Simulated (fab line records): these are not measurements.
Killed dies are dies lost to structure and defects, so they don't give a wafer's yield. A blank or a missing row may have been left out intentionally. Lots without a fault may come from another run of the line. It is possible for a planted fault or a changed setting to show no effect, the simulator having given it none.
Which tool did it? || flow nand_harc || 6 lots, 18 wafers sampled, at 3 steps of a route of 1159

## WHAT THE GAUGES SHOWED, per wafer
NHARC_THIN_TSV_CD_MEAS_37.
{"lot": "L284", "measured": "day 19 01:09", "on": "cd_sem-02", "cd_nm (nm)": "5001.5 5002.7 4997.8"}
{"lot": "L286", "measured": "day 19 11:10", "on": "cd_sem-03", "cd_nm (nm)": "4997.3 4995.7 4997.1"}
{"lot": "L287", "measured": "day 20 01:38", "on": "cd_sem-02", "cd_nm (nm)": "4999.5 5000.5 5002.2"}
{"lot": "L296", "measured": "day 23 00:26", "on": "cd_sem-02", "cd_nm (nm)": "5002.1 4999.2 5007.0"}
{"lot": "L303", "measured": "day 24 04:53", "on": "cd_sem-02", "cd_nm (nm)": "5002.3 4998.4 4997.5"}
{"lot": "L305", "measured": "day 24 12:25", "on": "cd_sem-02", "cd_nm (nm)": "4998.3 4997.2 4996.0"}

## TOOL THAT RAN EACH LOT (tool first, then ch and the chambers of the sampled wafers, then the start)
{"lot": "L284", "NHARC_THIN_TSV_STRIP_62": "plasma_asher-02 ch 0,1, day 18 20:26", "NHARC_THIN_TSV_ETCH_59": "rie_metal-02 ch 0,1, day 18 23:56"}
{"lot": "L286", "NHARC_THIN_TSV_STRIP_62": "plasma_asher-02 ch 0,1, day 19 05:52", "NHARC_THIN_TSV_ETCH_59": "rie_metal-02 ch 0,1, day 19 10:01"}
{"lot": "L287", "NHARC_THIN_TSV_STRIP_62": "plasma_asher-01 ch 0,1, day 19 19:50", "NHARC_THIN_TSV_ETCH_59": "rie_metal-02 ch 0,1, day 19 23:39"}
{"lot": "L296", "NHARC_THIN_TSV_STRIP_62": "plasma_asher-01 ch 0,1, day 22 19:43", "NHARC_THIN_TSV_ETCH_59": "rie_metal-03 ch 0,1, day 22 23:20"}
{"lot": "L303", "NHARC_THIN_TSV_STRIP_62": "plasma_asher-01 ch 0,1, day 24 00:08", "NHARC_THIN_TSV_ETCH_59": "rie_metal-01 ch 0,1, day 24 03:45"}
{"lot": "L305", "NHARC_THIN_TSV_STRIP_62": "plasma_asher-01 ch 0,1, day 24 07:41", "NHARC_THIN_TSV_ETCH_59": "rie_metal-02 ch 0,1, day 24 11:19"}
- NHARC_THIN_TSV_STRIP_62: strips in N2/H2, time 20 s.
- NHARC_THIN_TSV_ETCH_59: etches the open film in Cl2/BCl3, target depth 880 nm, time 138.1 s.

## THE ANSWER, worked out from the rows above alone
Rule: what is usual is taken from the lots themselves. Put in order of their means at a reading, lots are off if they are a third of the lots or fewer, leave a main group of 4 or more, and stand apart from it by a gap of 3 or more times the standard deviation of the main group's means; of several such gaps the widest counts. Not used: any main group whose means are identical at the precision the tables above print for the reading. Also off: a lot with no number at a reading for which 4 or more lots have one. All remaining lots with rows at the step are treated as sound.
No lot is off on any of the readings shown, so nothing can be concluded from this.

## WHAT THE SIMULATOR PUT IN
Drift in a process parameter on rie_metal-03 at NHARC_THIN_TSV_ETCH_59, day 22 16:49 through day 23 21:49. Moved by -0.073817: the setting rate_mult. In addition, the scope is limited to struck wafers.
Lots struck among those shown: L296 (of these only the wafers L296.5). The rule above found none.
